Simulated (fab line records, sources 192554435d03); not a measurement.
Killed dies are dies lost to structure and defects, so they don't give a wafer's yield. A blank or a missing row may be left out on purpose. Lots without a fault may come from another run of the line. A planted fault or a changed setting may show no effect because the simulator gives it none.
Chamber matching | flow n5_finfet | N5_MOL_CONTACT_COAG_ALD_133 on ald_sin-01: 4 sister chambers
The step deposits SiO2, target thk 5 nm, pulse time 1 s, co reactant pulse time 1 s. 20 wafers are shown with their chamber, then 10 later ones without.

WAFERS WITH THEIR CHAMBER
wafer  | chamber | heater_power_w (W) | precursor_pulse_height_rel
L074.1 | 0       | 89                 | 0.996
L074.2 | 1       | 55                 | 1.005
L074.3 | 3       | 99                 | 1.008
L074.4 | 2       | 65                 | 1.001
L074.5 | 1       | 55                 | 0.977
L074.6 | 2       | 65                 | 1.031
L075.1 | 0       | 87                 | 0.997
L075.4 | 2       | 66                 | 1.025
L075.6 | 0       | 86                 | 0.994
L077.1 | 2       | 66                 | 1.020
L077.4 | 1       | 56                 | 1.000
L077.6 | 2       | 66                 | 0.988
L079.1 | 2       | 68                 | 0.989
L079.2 | 1       | 56                 | 0.973
L079.3 | 0       | 85                 | 1.000
L080.3 | 3       | 100                | 1.014
L080.4 | 0       | 88                 | 0.975
L080.5 | 1       | 55                 | 1.008
L081.1 | 2       | 65                 | 1.016
L081.5 | 3       | 100                | 0.970

SIGNATURES (means of the wafers above)
reading                    | chamber 0 | chamber 1 | chamber 2 | chamber 3 | scatter within a chamber
heater_power_w             | 87.00     | 55.40     | 65.86     | 99.67     | 1.08
precursor_pulse_height_rel | 0.99240   | 0.99260   | 1.01000   | 0.99733   | 0.0166
Rule: a wafer's distance from a chamber is the root of the sum, over the readings, of the square of ((its reading less the chamber's mean) divided by the reading's scatter). The wafer belongs to the nearest chamber; if the next one is less than 2 further off, it can't be placed. The scatter: the root of (the sum of the squares of (reading less its chamber's mean) over the shown wafers, divided by (wafers less chambers)).

WAFERS WITHOUT THEIR CHAMBER
wafer  | heater_power_w (W) | precursor_pulse_height_rel
L081.6 | 85                 | 1.016
L082.1 | 101                | 1.022
L082.5 | 56                 | 1.007
L082.6 | 88                 | 0.998
L090.1 | 85                 | 1.008
L090.2 | 53                 | 0.986
L090.3 | 102                | 0.998
L093.3 | 100                | 1.003
L093.4 | 53                 | 1.019
L093.5 | 99                 | 0.975

WHICH CHAMBER EACH WENT THROUGH
wafer  | from the rows above | in truth
L081.6 | 0                   | 0
L082.1 | 3                   | 3
L082.5 | 1                   | 1
L082.6 | 0                   | 0
L090.1 | 0                   | 0
L090.2 | 1                   | 1
L090.3 | 3                   | 3
L093.3 | 3                   | 3
L093.4 | 1                   | 1
L093.5 | 3                   | 3
Placed correctly: 10 of 10. Can't be placed from these rows: 0. Placed wrongly: 0.
